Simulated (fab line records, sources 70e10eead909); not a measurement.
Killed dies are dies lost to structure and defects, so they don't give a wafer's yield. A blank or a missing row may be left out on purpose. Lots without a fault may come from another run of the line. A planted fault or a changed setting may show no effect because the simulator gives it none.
One fault seen from 2 desks | flow nand_harc | each desk has only its own numbers; what lay behind them comes last

THE TOOL OWNER'S DESK: ald_metal-03
The tool's own readings at NHARC_A_BLC_ALD_23 (deposits TiN, target thk 3 nm, pulse time 1 s, ald cycles 150): means of the sampled wafers that have a number, for each lot that ran on this tool. A lot is out of limits, marked OUT, if its mean lies more than 4 standard deviations from the usual mean; the brackets give that distance.
Columns: A = heater_power_w at NHARC_A_BLC_ALD_23, usual 1090 W; B = precursor_pulse_height_rel at NHARC_A_BLC_ALD_23, usual 0.998
lot  | first seen here | A    | B
L650 | day 18 05:31    | 1135 | 1.002
L651 | day 18 08:51    | 1117 | 0.975
L654 | day 19 13:10    | 1136 | 0.985
L663 | day 22 14:19    | 1138 | 1.006
L668 | day 23 03:26    | 1060 | 0.994
L666 | day 23 11:32    | 1200 | 1.009
This desk's finding: nothing out of limits on any of the 6 lots.

THE METROLOGY DESK
What the gauges read, lot by lot, whatever tool the lot ran on: means of the sampled wafers that have a number. A lot is out of limits, marked OUT, if its mean lies more than 4 standard deviations from the usual mean; the brackets give that distance.
Columns: A = overlay_x_nm at NHARC_A_M0_OVL_MEAS_10, usual 0.0 nm; B = overlay_y_nm at NHARC_A_M0_OVL_MEAS_10, usual 0.2 nm
lot  | first seen here | A    | B
L650 | day 18 09:20    | 1.6  | 0.3
L651 | day 18 15:18    | -0.2 | -0.2
L652 | day 18 15:28    | 0.2  | 1.0
L654 | day 19 15:15    | 0.7  | 0.9
L653 | day 19 16:04    | -1.4 | 0.3
L655 | day 19 22:10    | 0.1  | -1.4
L656 | day 20 01:44    | 1.5  | 0.2
L658 | day 20 14:34    | -0.7 | 0.8
L671 | day 23 17:25    | -2.2 | 0.2
L670 | day 23 18:01    | 0.3  | 0.3
L672 | day 24 09:25    | 0.4  | 0.1
L673 | day 24 09:46    | 0.2  | 0.4
This desk's finding: nothing out of limits on any of the 12 lots.

PUT TOGETHER
The tool owner's desk saw nothing out of limits.
The metrology desk saw nothing out of limits.

WHAT THE SIMULATOR HAD PUT IN
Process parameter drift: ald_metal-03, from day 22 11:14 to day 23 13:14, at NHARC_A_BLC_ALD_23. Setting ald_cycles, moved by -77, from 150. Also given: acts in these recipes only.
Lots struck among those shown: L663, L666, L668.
